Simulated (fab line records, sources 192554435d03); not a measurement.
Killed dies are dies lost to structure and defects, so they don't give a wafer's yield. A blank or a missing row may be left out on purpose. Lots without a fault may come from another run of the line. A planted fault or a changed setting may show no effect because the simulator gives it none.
Chamber matching | flow n5_finfet | N5_BEOL_M1_PRE_CLEAN_60 on cvd_co-02: 3 sister chambers
The step time 15 s. 33 wafers are shown with their chamber, then 12 later ones without.

WAFERS WITH THEIR CHAMBER
wafer  | chamber | heater_power_w (W)
L074.3 | 2       | 89
L074.4 | 0       | 70
L074.6 | 2       | 88
L077.1 | 1       | 82
L077.2 | 0       | 71
L077.6 | 1       | 80
L078.3 | 2       | 88
L078.5 | 2       | 87
L078.6 | 1       | 83
L080.1 | 1       | 80
L080.2 | 2       | 89
L080.3 | 0       | 70
L081.1 | 2       | 89
L081.3 | 0       | 72
L081.6 | 1       | 80
L082.4 | 2       | 88
L082.5 | 1       | 79
L082.6 | 0       | 70
L083.3 | 0       | 69
L083.4 | 2       | 88
L083.6 | 1       | 84
L085.2 | 2       | 88
L085.3 | 1       | 80
L085.4 | 0       | 70
L086.1 | 0       | 69
L086.2 | 2       | 89
L086.3 | 1       | 83
L087.1 | 2       | 88
L087.4 | 2       | 90
L087.5 | 0       | 71
L088.1 | 2       | 90
L088.3 | 1       | 83
L088.6 | 0       | 72

SIGNATURES (means of the wafers above)
reading        | chamber 0 | chamber 1 | chamber 2 | scatter within a chamber
heater_power_w | 70.40     | 81.40     | 88.54     | 1.27
Rule: a wafer's distance from a chamber is the root of the sum, over the readings, of the square of ((its reading less the chamber's mean) divided by the reading's scatter). The wafer belongs to the nearest chamber; if the next one is less than 2 further off, it can't be placed. The scatter: the root of (the sum of the squares of (reading less its chamber's mean) over the shown wafers, divided by (wafers less chambers)).

WAFERS WITHOUT THEIR CHAMBER
wafer  | heater_power_w (W)
L092.1 | 70
L092.2 | 90
L092.5 | 78
L096.1 | 88
L096.2 | 81
L096.3 | 70
L096.4 | 91
L096.5 | 70
L096.6 | 80
L097.2 | 81
L097.3 | 72
L097.5 | 82

WHICH CHAMBER EACH WENT THROUGH
wafer  | from the rows above | in truth
L092.1 | 0                   | 0
L092.2 | 2                   | 2
L092.5 | 1                   | 1
L096.1 | 2                   | 2
L096.2 | 1                   | 1
L096.3 | 0                   | 0
L096.4 | 2                   | 2
L096.5 | 0                   | 0
L096.6 | 1                   | 1
L097.2 | 1                   | 1
L097.3 | 0                   | 0
L097.5 | 1                   | 1
Placed correctly: 12 of 12. Can't be placed from these rows: 0. Placed wrongly: 0.
